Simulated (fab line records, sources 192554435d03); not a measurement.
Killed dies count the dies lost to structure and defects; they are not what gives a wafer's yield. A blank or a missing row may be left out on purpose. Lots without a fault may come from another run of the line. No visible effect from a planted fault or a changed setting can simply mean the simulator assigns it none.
Split-lot experiment | flow n5Finfet | 21 wafers read across 7 lots, on a route 1938 steps long

## ABOUT THE SPLIT
At N5_BEOL_M15_TRENCH_ETCH_34 (etches SiO2 in C4F8/O2/Ar, target depth 872.93 nm, time 199 s), the setting biasW was moved away from the recipe's 2040 W on 8 of the 21 wafers read, by -12.4% to +16.8%. The other wafers ran this setting at the recipe's value.

The split's own step is where the reading is taken.

## THE READING
rfVppV, in V, at N5_BEOL_M15_TRENCH_ETCH_34 (etches SiO2 in C4F8/O2/Ar, target depth 872.93 nm, time 199 s). Fault-free wafers of this fab line usually give 2221 V, standard deviation 54 V.

wafer  | tool, chamber at the split | biasW as run, W | against the recipe | rfVppV, V | against lot-mates on the recipe
L079.2 | rieDiel-06, 3              | 2040            | recipe             | 2177      | -
L079.3 | rieDiel-06, 0              | 2040            | recipe             | 2240      | -
L079.4 | rieDiel-06, 2              | 2040            | recipe             | 2198      | -
L081.3 | rieDiel-02, 1              | 2382            | +16.8%             | 2386      | +243
L081.5 | rieDiel-02, 2              | 2382            | +16.8%             | 2503      | +360
L081.6 | rieDiel-02, 1              | 2040            | recipe             | 2143      | -
L085.1 | rieDiel-06, 2              | 1831            | -10.2%             | 2037      | -202
L085.4 | rieDiel-06, 0              | 2040            | recipe             | 2239      | -
L085.6 | rieDiel-06, 2              | 1831            | -10.2%             | 2037      | -202
L088.2 | rieDiel-02, 3              | 2172            | +6.5%              | 2358      | +108
L088.3 | rieDiel-02, 1              | 2172            | +6.5%              | 2238      | -12
L088.4 | rieDiel-02, 2              | 2040            | recipe             | 2250      | -
L089.2 | rieDiel-02, 1              | 1788            | -12.4%             | 1952      | -206
L089.5 | rieDiel-02, 1              | 2040            | recipe             | 2142      | -
L089.6 | rieDiel-02, 0              | 2040            | recipe             | 2173      | -
L094.2 | rieDiel-06, 0              | 2040            | recipe             | 2238      | -
L094.3 | rieDiel-06, 2              | 2267            | +11.1%             | 2362      | +154
L094.4 | rieDiel-06, 3              | 2040            | recipe             | 2177      | -
L096.1 | rieDiel-02, 1              | 2040            | recipe             | 2142      | -
L096.2 | rieDiel-02, 0              | 2040            | recipe             | 2171      | -
L096.4 | rieDiel-02, 3              | 2040            | recipe             | 2256      | -

FIT RESULTS
A straight line over all 21 wafers: rfVppV changes by +15.8 V for each +1% of biasW; r = +0.94; the points scatter about the line by 45 V.
The same after taking each lot's own level away (the mean of its wafers on the recipe; 21 wafers): +17.1 V for each +1%; r = +0.95; scatter 43 V.
According to that fit, moving biasW by its largest amount changes the reading by 2.9e+02 V.
The lots' own levels span 2143.0 to 2250.0 V, that is 2.0 times the standard deviation above.
Consequently the slope shifts little with the lot-to-lot level, the two slopes agreeing.
Check: with one of the wafers moved furthest among these (+16.8%) left out of the fit, the line predicts +291 V for it against its lot-mates. Against them it came out at +243 V.
Tool readings at the split's step, against how far the setting was moved: rfVppV r = +0.94.

## FURTHER SPLITS ON THESE WAFERS
Before the reading, these wafers also passed through other splits. Each is held against what the fit with the lots' levels taken away leaves over:
other split on the same wafers     | wafers away from the commonest value | r with rfVppV (lot level and that fit taken away)
N5_BEOL_M9_EXPOSE_08 doseMj        | 6                                    | +0.19
N5_BEOL_M9_ETCH_62 timeS           | 6                                    | +0.07
N5_BEOL_M10_TRENCH_ETCH_37 sourceW | 6                                    | +0.04
N5_BEOL_M11_VIA_ETCH_34 timeS      | 4                                    | -0.22
N5_BEOL_M13_COAT_58 spinRpm        | 9                                    | +0.24

## THE FILE'S OWN FIT
rfVppV changes by +16.6 V for each +1% of biasW, r = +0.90.
